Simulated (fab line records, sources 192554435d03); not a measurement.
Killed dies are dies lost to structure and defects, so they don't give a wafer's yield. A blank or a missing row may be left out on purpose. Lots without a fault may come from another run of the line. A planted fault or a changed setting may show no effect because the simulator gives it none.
Split-lot experiment | flow n5_finfet | 7 lots, 21 wafers read, on a route of 1938 steps

THE SPLIT
At N5_BEOL_M5_ETCH_41 (etches SiCN in CH3F/O2, target depth 31.5 nm, time 56.7 s), the setting source_w was moved away from the recipe's 395 W on 4 of the 21 wafers read, by -11.1% to +5.4%. The other wafers ran this setting at the recipe's value.

The reading is taken at the split's own step.

THE READING
rf_vpp_V, in V, at N5_BEOL_M5_ETCH_41 (etches SiCN in CH3F/O2, target depth 31.5 nm, time 56.7 s). Fault-free wafers of this fab line usually give 297.0 V, standard deviation 2 V.

wafer  | tool, chamber at the split | source_w as run, W | against the recipe | rf_vpp_V, V | against lot-mates on the recipe
L075.1 | rie_diel-02, 2             | 395                | recipe             | 296.9       | -
L075.3 | rie_diel-02, 1             | 395                | recipe             | 297.1       | -
L075.6 | rie_diel-02, 1             | 395                | recipe             | 297.1       | -
L077.3 | rie_diel-03, 1             | 351.2              | -11.1%             | 311.4       | +13.9
L077.4 | rie_diel-03, 3             | 395                | recipe             | 295.0       | -
L077.6 | rie_diel-03, 1             | 395                | recipe             | 299.9       | -
L082.4 | rie_diel-02, 0             | 395                | recipe             | 293.9       | -
L082.5 | rie_diel-02, 1             | 395                | recipe             | 296.7       | -
L082.6 | rie_diel-02, 0             | 416.5              | +5.4%              | 288.2       | -7.1
L089.2 | rie_diel-03, 2             | 395                | recipe             | 294.9       | -
L089.4 | rie_diel-03, 1             | 395                | recipe             | 299.3       | -
L089.6 | rie_diel-03, 2             | 395                | recipe             | 296.4       | -
L092.2 | rie_diel-03, 1             | 395                | recipe             | 299.9       | -
L092.3 | rie_diel-03, 2             | 395                | recipe             | 295.5       | -
L092.4 | rie_diel-03, 3             | 395                | recipe             | 299.8       | -
L096.2 | rie_diel-02, 0             | 363.3              | -8.0%              | 301.8       | +7.6
L096.5 | rie_diel-02, 0             | 395                | recipe             | 294.2       | -
L096.6 | rie_diel-02, 2             | 363.3              | -8.0%              | 305.1       | +10.9
L097.2 | rie_diel-06, 2             | 395                | recipe             | 296.5       | -
L097.3 | rie_diel-06, 0             | 395                | recipe             | 299.2       | -
L097.6 | rie_diel-06, 3             | 395                | recipe             | 297.5       | -

THE FIT
A straight line over all 21 wafers: rf_vpp_V changes by -1.12 V for each +1% of source_w; r = -0.88; the points scatter about the line by 2.2 V.
The same after taking each lot's own level away (the mean of its wafers on the recipe; 21 wafers): -1.22 V for each +1%; r = -0.94; scatter 1.6 V.
On that fit, the largest move of source_w shifts the reading by 14 V.
The lots' own levels span 294.20 to 298.40 V, that is 2.1 times the standard deviation above.
So the lot-to-lot level changes the slope little: the two slopes agree.
Check: with one of the wafers moved furthest among these (-11.1%) left out of the fit, the line predicts +13.1 V for it against its lot-mates. It came out at +13.9 V against them.
Tool readings at the split's step, against how far the setting was moved: rf_vpp_V r = -0.88.

OTHER SPLITS ON THESE WAFERS
These wafers also went through other splits before the reading. Each is held against what the fit with the lots' levels taken away leaves over:
other split on the same wafers   | wafers away from the commonest value | r with rf_vpp_V (lot level and that fit taken away)
N5_BEOL_M4_COAT_73 spin_rpm      | 6                                    | +0.29
N5_BEOL_M5_TRENCH_ETCH_37 bias_w | 9                                    | +0.08

THE FILE'S OWN FIT
rf_vpp_V changes by -1.24 V for each +1% of source_w, r = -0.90.
